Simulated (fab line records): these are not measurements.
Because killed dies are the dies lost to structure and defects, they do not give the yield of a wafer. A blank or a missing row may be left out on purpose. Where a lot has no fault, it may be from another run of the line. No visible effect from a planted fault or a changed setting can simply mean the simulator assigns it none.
Chamber matching | flow nand-harc | 3 sister chambers for NHARC_A_SLIT_DEP_23 on pecvd-04
The step deposits SiON, target thk 100 nm. 6 wafers are shown with their chamber, then 10 later ones without.

WAFERS PAIRED WITH THEIR CHAMBERS
wafer  | chamber | heater-power-w (W)
L084.6 | 2       | 620
L090.3 | 2       | 623
L088.2 | 0       | 761
L088.6 | 1       | 757
L093.1 | 0       | 751
L093.2 | 1       | 855

WAFERS WITH NO CHAMBER GIVEN
wafer  | heater-power-w (W)
L093.6 | 702
L092.1 | 713
L092.3 | 627
L092.4 | 713
L097.2 | 734
L097.4 | 736
L097.6 | 836
L094.1 | 892
L094.4 | 803
L094.6 | 897

CHAMBER TAKEN BY EACH
wafer  | from the rows above          | in truth
L093.6 | can't be placed: 0 or 2 or 1 | 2
L092.1 | can't be placed: 0 or 2 or 1 | 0
L092.3 | 2                            | 2
L092.4 | can't be placed: 0 or 2 or 1 | 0
L097.2 | can't be placed: 0 or 1      | 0
L097.4 | can't be placed: 0 or 1      | 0
L097.6 | can't be placed: 1 or 0      | 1
L094.1 | can't be placed: 1 or 0      | 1
L094.4 | can't be placed: 1 or 0      | 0
L094.6 | can't be placed: 1 or 0      | 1
1 of 10 placed correctly. From these rows, 9 cannot be placed; in 9 the true chamber is one of the candidates. Wrongly placed: 0.
How it was worked out, from the rows above alone: a wafer's distance from a chamber is the root of the sum, over the readings, of the square of ((its reading less the chamber's mean) divided by the reading's scatter). The wafer belongs to the nearest chamber; if the next one is less than 2 further off, it can't be placed. A chamber's mean is the mean of its shown wafers. The scatter is the square root of a quotient: the sum, over the shown wafers, of each reading's squared deviation from its chamber's mean, divided by wafers minus chambers.
